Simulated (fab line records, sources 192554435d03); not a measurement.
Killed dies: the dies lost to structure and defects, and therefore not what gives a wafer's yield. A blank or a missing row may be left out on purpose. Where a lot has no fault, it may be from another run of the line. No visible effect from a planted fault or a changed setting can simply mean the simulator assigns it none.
Lot-split experiment ; flow n5Finfet ; on a route of 1938 steps: 7 lots, 39 wafers read

== ON THE SPLIT ==
At N5_MOL_CONTACT_COAG_CONTACT_ETCH_14 (etches SiO2 in C4F6/O2, target depth 27.5 nm, overetch 8.5 nm, time 20 s), the setting sourceW was moved away from the recipe's 370 W on 18 of the 39 wafers read, by -17.8% to +17.1%. This setting was run at the recipe's value on the other wafers.

The reading comes from the split's own step.

== THE READING ==
rfVppV, in V, at N5_MOL_CONTACT_COAG_CONTACT_ETCH_14 (etches SiO2 in C4F6/O2, target depth 27.5 nm, overetch 8.5 nm, time 20 s). Typical for fault-free wafers on this fab line: 693 V, with standard deviation 3.5 V.

wafer;tool, chamber at the split;sourceW as run, W;against the recipe;rfVppV, V;against lot-mates on the recipe
L078.1;rieDiel-02, 1;370;recipe;691;-
L078.2;rieDiel-02, 3;342.2;-7.5%;708;+15
L078.3;rieDiel-02, 0;342.2;-7.5%;711;+18
L078.4;rieDiel-02, 3;342.2;-7.5%;707;+14
L078.5;rieDiel-02, 0;370;recipe;699;-
L078.6;rieDiel-02, 1;370;recipe;690;-
L082.1;rieDiel-06, 2;304.1;-17.8%;731;+39
L082.2;rieDiel-06, 1;304.1;-17.8%;729;+37
L082.3;rieDiel-06, 3;370;recipe;689;-
L082.4;rieDiel-06, 0;304.1;-17.8%;734;+42
L082.5;rieDiel-06, 0;370;recipe;697;-
L082.6;rieDiel-06, 3;370;recipe;690;-
L085.1;rieDiel-01, 0;370;recipe;692;-
L085.2;rieDiel-01, 3;370;recipe;690;-
L085.3;rieDiel-01, 1;350.6;-5.2%;701;+9
L085.4;rieDiel-01, 1;350.6;-5.2%;700;+8
L085.5;rieDiel-01, 0;370;recipe;693;-
L085.6;rieDiel-01, 3;350.6;-5.2%;705;+13
L093.1;rieDiel-02, 1;370;recipe;687;-
L093.2;rieDiel-02, 2;433.1;+17.1%;660;-32
L093.3;rieDiel-02, 0;370;recipe;697;-
L093.4;rieDiel-02, 3;433.1;+17.1%;657;-35
L093.5;rieDiel-02, 3;370;recipe;691;-
L093.6;rieDiel-02, 0;433.1;+17.1%;660;-32
L094.1;rieDiel-01, 1;370;recipe;689;-
L094.2;rieDiel-01, 0;336.8;-9.0%;714;+24
L094.3;rieDiel-01, 3;370;recipe;692;-
L094.4;rieDiel-01, 2;336.8;-9.0%;716;+26
L094.5;rieDiel-01, 3;370;recipe;689;-
L094.6;rieDiel-01, 0;336.8;-9.0%;716;+26
L095.1;rieDiel-01, 2;370;recipe;696;-
L095.2;rieDiel-01, 3;370;recipe;688;-
L095.3;rieDiel-01, 1;416.2;+12.5%;663;-29
L095.4;rieDiel-01, 0;370;recipe;691;-
L095.5;rieDiel-01, 2;416.2;+12.5%;669;-23
L095.6;rieDiel-01, 3;416.2;+12.5%;668;-24
L097.4;rieDiel-02, 0;370;recipe;699;-
L097.5;rieDiel-02, 2;370;recipe;694;-
L097.6;rieDiel-02, 1;370;recipe;690;-

THE FIT
A straight line over all 39 wafers: rfVppV changes by -2.11 V for each +1% of sourceW; r = -0.98; the points scatter about the line by 3.3 V.
The same after taking each lot's own level away (the mean of its wafers on the recipe; 39 wafers): -2.11 V for each +1%; r = -0.98; scatter 3.4 V.
The reading moves by 38 V for the largest change in sourceW, on that fit.
Across the lots, their own levels run from 690.0 to 694.3 V, a range of 1.2 times the standard deviation given above.
So the lot-to-lot level changes the slope little: the two slopes agree.
Check: +38.4 V against its lot-mates is what the line predicts for one of the wafers moved furthest among these (-17.8%) when that wafer is left out of the fit. It came out at +39 V against them.
Tool readings at the split's step, against how far the setting was moved: rfVppV r = -0.98.

== THESE WAFERS: OTHER SPLITS ==
Before the reading, these wafers also passed through other splits. Each is held against what the fit with the lots' levels taken away leaves over:
other split on the same wafers;wafers away from the commonest value;r with rfVppV (lot level and that fit taken away)
N5_GATE_CUT_EXPOSE_10 doseMj;15;+0.05

== FILE'S OWN FIT ==
rfVppV changes by -2.12 V for each +1% of sourceW, r = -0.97.
